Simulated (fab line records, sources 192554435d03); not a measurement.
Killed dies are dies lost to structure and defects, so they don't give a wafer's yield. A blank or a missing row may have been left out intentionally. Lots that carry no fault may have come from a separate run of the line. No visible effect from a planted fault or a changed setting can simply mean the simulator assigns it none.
Split-lot experiment -- flow n5_finfet -- on a route of 1938 steps: 7 lots, 21 wafers read

SPLIT DETAILS
At N5_BEOL_M10_COAT_60 (time 60 s, resist thk 30 nm), the setting spin_rpm was moved away from the recipe's 1500 rpm on 4 of the 21 wafers read, by -9.7% to +6.9%. For the rest of the wafers, this setting stayed at what the recipe calls for.

FROM THE SPLIT TO THE READING: what the file shows between them, 3 steps
- N5_BEOL_M10_COAT_05: resist thk 90 nm
- N5_BEOL_M10_EBR_07
- N5_BEOL_M10_DESCUM_16: chemistry O2, time 7.9 s

THE READING
CAR-ArF_of_BEOL_M10_COAT_05.thk_nm (the simulator's own value, which no gauge read), in nm, at N5_BEOL_M10_ETCH_61 (etches SiARC in CF4, target depth 39 nm, time 65 s). The file gives no usual value for it. Across the 17 wafers here that went through the recipe, the average is 55.4 nm and the standard deviation 0.31 nm.

wafer,"tool, chamber at the split","spin_rpm as run, rpm",against the recipe,"CAR-ArF_of_BEOL_M10_COAT_05.thk_nm, nm",against lot-mates on the recipe
L074.4,"litho_track-01, 0",1603,+6.9%,56.2,+0.8
L074.5,"litho_track-01, 0",1500,recipe,55.4,-
L074.6,"litho_track-01, 0",1603,+6.9%,56.2,+0.8
L075.2,"litho_track-01, 0",1500,recipe,55,-
L075.3,"litho_track-01, 0",1500,recipe,55.4,-
L075.6,"litho_track-01, 0",1500,recipe,55.2,-
L078.2,"litho_track-01, 0",1500,recipe,55.6,-
L078.4,"litho_track-01, 0",1500,recipe,55.4,-
L078.6,"litho_track-01, 0",1500,recipe,55.6,-
L080.1,"litho_track-02, 0",1417,-5.5%,54.2,-0.7
L080.4,"litho_track-02, 0",1500,recipe,55,-
L080.5,"litho_track-02, 0",1500,recipe,54.8,-
L084.3,"litho_track-02, 0",1500,recipe,55.6,-
L084.4,"litho_track-02, 0",1500,recipe,55.8,-
L084.5,"litho_track-02, 0",1500,recipe,55.6,-
L088.1,"litho_track-03, 0",1500,recipe,55.6,-
L088.3,"litho_track-03, 0",1500,recipe,56,-
L088.4,"litho_track-03, 0",1500,recipe,55.8,-
L096.1,"litho_track-02, 0",1500,recipe,55.2,-
L096.2,"litho_track-02, 0",1500,recipe,55.2,-
L096.6,"litho_track-02, 0",1354,-9.7%,53.8,-1.4

THE FIT
A straight line over all 21 wafers: CAR-ArF_of_BEOL_M10_COAT_05.thk_nm changes by +0.151 nm for each +1% of spin_rpm; r = +0.85; the points scatter about the line by 0.32 nm.
The same after taking each lot's own level away (the mean of its wafers on the recipe; 21 wafers): +0.13 nm for each +1%; r = +0.97; scatter 0.12 nm.
On that fit, the largest move of spin_rpm shifts the reading by 1.3 nm.
Measured against the standard deviation above, the lots' own levels, which go from 54.90 to 55.80 nm, span 2.9 times it.
So the lot-to-lot level changes the slope: the two fits differ.
Check: with one of the wafers moved furthest among these (-9.7%) left out of the fit, the line predicts -1.16 nm for it against its lot-mates. Against them it came out at -1.4 nm.

OTHER SPLITS ON THESE WAFERS
Note: prior to the reading, these wafers also went through further splits. Each is held against what the fit with the lots' levels taken away leaves over:
other split on the same wafers,wafers away from the commonest value,r with CAR-ArF_of_BEOL_M10_COAT_05.thk_nm (lot level and that fit taken away)
N5_BEOL_M7_ETCH_61 source_w,6,-0.21
N5_BEOL_M7_COAT_64 spin_rpm,9,-0.15
N5_BEOL_M7_EXPOSE_25 dose_mj,6,+0.15
N5_BEOL_M7_VIA_ETCH_34 time_s,6,+0.27
N5_BEOL_M9_ILD_DEP_00 time_s,6,-0.18
N5_BEOL_M9_SURFACE_TREAT_79 time_s,as run: not given for these wafers,-

THE WHOLE CHAIN: every reading that the file lists as answering this split, in the file's order
step,what it does,reading,change (the file's fit),r (the file's)
N5_BEOL_M10_COAT_60,"time 60 s, resist thk 30 nm","SiARC_of_BEOL_M10_COAT_60.thk_nm (the simulator's own value, which no gauge read)",-0.161 nm for each +1% of the setting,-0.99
N5_BEOL_M10_ETCH_61,"etches SiARC in CF4, target depth 39 nm, time 65 s",etch_rf_on_time_s,withheld for each +1% of the setting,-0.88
N5_BEOL_M10_ETCH_61,"etches SiARC in CF4, target depth 39 nm, time 65 s","etch.depth_nm (the simulator's own value, which no gauge read)",-0.161 nm for each +1% of the setting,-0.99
N5_BEOL_M10_ETCH_61,"etches SiARC in CF4, target depth 39 nm, time 65 s","CAR-ArF_of_BEOL_M10_COAT_05.thk_nm (the simulator's own value, which no gauge read)",+0.133 nm for each +1% of the setting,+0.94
N5_BEOL_M10_ETCH_62,"etches SOC in N2/H2, target depth 110 nm, overetch 22 nm, time 165 s","SiARC_of_BEOL_M10_COAT_60.thk_nm (the simulator's own value, which no gauge read)","-0.16 nm for each +1% of the setting, in a fit together with time_s@BEOL_M10_ETCH_62",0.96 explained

THE FILE'S OWN FIT
CAR-ArF_of_BEOL_M10_COAT_05.thk_nm changes by +0.133 nm for each +1% of spin_rpm, r = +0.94.
